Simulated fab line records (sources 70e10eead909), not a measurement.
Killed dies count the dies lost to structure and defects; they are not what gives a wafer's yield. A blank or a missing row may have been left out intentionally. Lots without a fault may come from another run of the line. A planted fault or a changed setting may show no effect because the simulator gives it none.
Which of the tools did it? || flow nandHarc || 18 wafers from 6 lots sampled at 5 of the route's 1159 steps

## WHAT EACH GAUGE READ, for each wafer
NHARC_END_SORT_01.
{"lot": "L189", "measured": "day 19 22:42", "on": "prober-02", "killedAtArray": "14 14 11"}
{"lot": "L192", "measured": "day 20 00:04", "on": "prober-01", "killedAtArray": "15 18 15"}
{"lot": "L193", "measured": "day 20 06:16", "on": "prober-01", "killedAtArray": "29 15 14"}
{"lot": "L195", "measured": "day 21 14:20", "on": "prober-02", "killedAtArray": "35 25 32"}
{"lot": "L203", "measured": "day 23 07:19", "on": "prober-02", "killedAtArray": "28 674 48"}
{"lot": "L210", "measured": "day 25 14:41", "on": "prober-01", "killedAtArray": "29 23 15"}

## WHICH TOOL RAN EACH LOT (tool, then ch and the chambers of the sampled wafers, then the start)
{"lot": "L189", "NHARC_A_STAIRCASE_ETCH_201": "rieDiel-13 ch 1,2, day 11 15:04 or earlier", "NHARC_A_STAIRCASE_ETCH_221": "rieDiel-05 ch 1,2,3, day 11 15:04 or earlier", "NHARC_A_STAIRCASE_ETCH_223": "rieDiel-05 ch 0,1,3, day 11 15:04 or earlier", "NHARC_A_STAIRCASE_TRIM_233": "rieDiel-05 ch 0,1,3, day 11 15:04"}
{"lot": "L192", "NHARC_A_STAIRCASE_ETCH_201": "rieDiel-05 ch 0,1, day 11 23:14 or earlier", "NHARC_A_STAIRCASE_ETCH_221": "rieDiel-05 ch 0,2,3, day 11 23:14 or earlier", "NHARC_A_STAIRCASE_ETCH_223": "rieDiel-05 ch 1,2,3, day 11 23:14 or earlier", "NHARC_A_STAIRCASE_TRIM_233": "rieDiel-05 ch 1,2, day 11 23:14"}
{"lot": "L193", "NHARC_A_STAIRCASE_ETCH_201": "rieDiel-08 ch 0,2, day 12 06:31 or earlier", "NHARC_A_STAIRCASE_ETCH_221": "rieDiel-05 ch 0,2,3, day 12 06:31 or earlier", "NHARC_A_STAIRCASE_ETCH_223": "rieDiel-05 ch 0,2,3, day 12 06:31 or earlier", "NHARC_A_STAIRCASE_TRIM_233": "rieDiel-13 ch 0,2, day 12 06:31"}
{"lot": "L195", "NHARC_A_STAIRCASE_ETCH_201": "rieDiel-05 ch 1,2,3, day 13 05:07 or earlier", "NHARC_A_STAIRCASE_ETCH_221": "rieDiel-05 ch 0,2,3, day 13 05:07 or earlier", "NHARC_A_STAIRCASE_ETCH_223": "rieDiel-05 ch 1,2, day 13 05:07 or earlier", "NHARC_A_STAIRCASE_TRIM_233": "rieDiel-13 ch 0,1,2, day 13 05:07"}
{"lot": "L203", "NHARC_A_STAIRCASE_ETCH_201": "rieDiel-08 ch 1,2, day 15 10:13 or earlier", "NHARC_A_STAIRCASE_ETCH_221": "rieDiel-13 ch 0,2, day 15 10:13 or earlier", "NHARC_A_STAIRCASE_ETCH_223": "rieDiel-13 ch 2,3, day 15 10:13 or earlier", "NHARC_A_STAIRCASE_TRIM_233": "rieDiel-13 ch 0,1,2, day 15 10:13"}
{"lot": "L210", "NHARC_A_STAIRCASE_ETCH_201": "rieDiel-05 ch 0,1,3, day 17 00:28 or earlier", "NHARC_A_STAIRCASE_ETCH_221": "rieDiel-13 ch 0,1,3, day 17 00:28 or earlier", "NHARC_A_STAIRCASE_ETCH_223": "rieDiel-13 ch 1,2,3, day 17 00:28 or earlier", "NHARC_A_STAIRCASE_TRIM_233": "rieDiel-05 ch 0,2,3, day 17 00:28"}
- NHARC_A_STAIRCASE_ETCH_201: etches the open film in C4F8/O2, target depth 100 nm, time 40.5 s.
- NHARC_A_STAIRCASE_ETCH_221: etches the open film in C4F8/O2, target depth 100 nm, time 40.5 s.
- NHARC_A_STAIRCASE_ETCH_223: etches the open film in C4F8/O2, target depth 100 nm, time 40.5 s.
- NHARC_A_STAIRCASE_TRIM_233: chemistry O2, time 211.2 s.

## THE ANSWER, worked out from the rows above alone
Rule: the lots themselves supply what counts as usual. The widest of any qualifying gaps counts: lots, ordered by their means at a reading, are off when they make up no more than a third of the lots, leave a main group of 4 or more, and stand apart from it by 3 or more times the standard deviation of that group's means. Not used: any main group whose means are identical at the precision the tables above print for the reading. Also off: a lot with no number at a reading for which 4 or more lots have one. The other lots that the step has rows for count as sound.
Off at NHARC_END_SORT_01 (killedAtArray): L203. Main group: mean 20, sd 6.1.
A tool fits if, at a process step before that reading, it ran every lot that is off, and no sound lot after the first of them. Gauges at NHARC_END_SORT_01: tried the same way as those tools. NHARC_A_STAIRCASE_ETCH_201 gives no start for some lots, so the hours and the order of its lots are those of NHARC_A_STAIRCASE_TRIM_233. NHARC_A_STAIRCASE_ETCH_221 gives no start for some lots, so the hours and the order of its lots are those of NHARC_A_STAIRCASE_TRIM_233. NHARC_A_STAIRCASE_ETCH_223 gives no start for some lots, so the hours and the order of its lots are those of NHARC_A_STAIRCASE_TRIM_233. Can't be told from this: 3 tools fit, rieDiel-08 at NHARC_A_STAIRCASE_ETCH_201, rieDiel-13 at NHARC_A_STAIRCASE_TRIM_233, prober-02 at NHARC_END_SORT_01.

## WHAT HAD BEEN PUT IN BY THE SIMULATOR
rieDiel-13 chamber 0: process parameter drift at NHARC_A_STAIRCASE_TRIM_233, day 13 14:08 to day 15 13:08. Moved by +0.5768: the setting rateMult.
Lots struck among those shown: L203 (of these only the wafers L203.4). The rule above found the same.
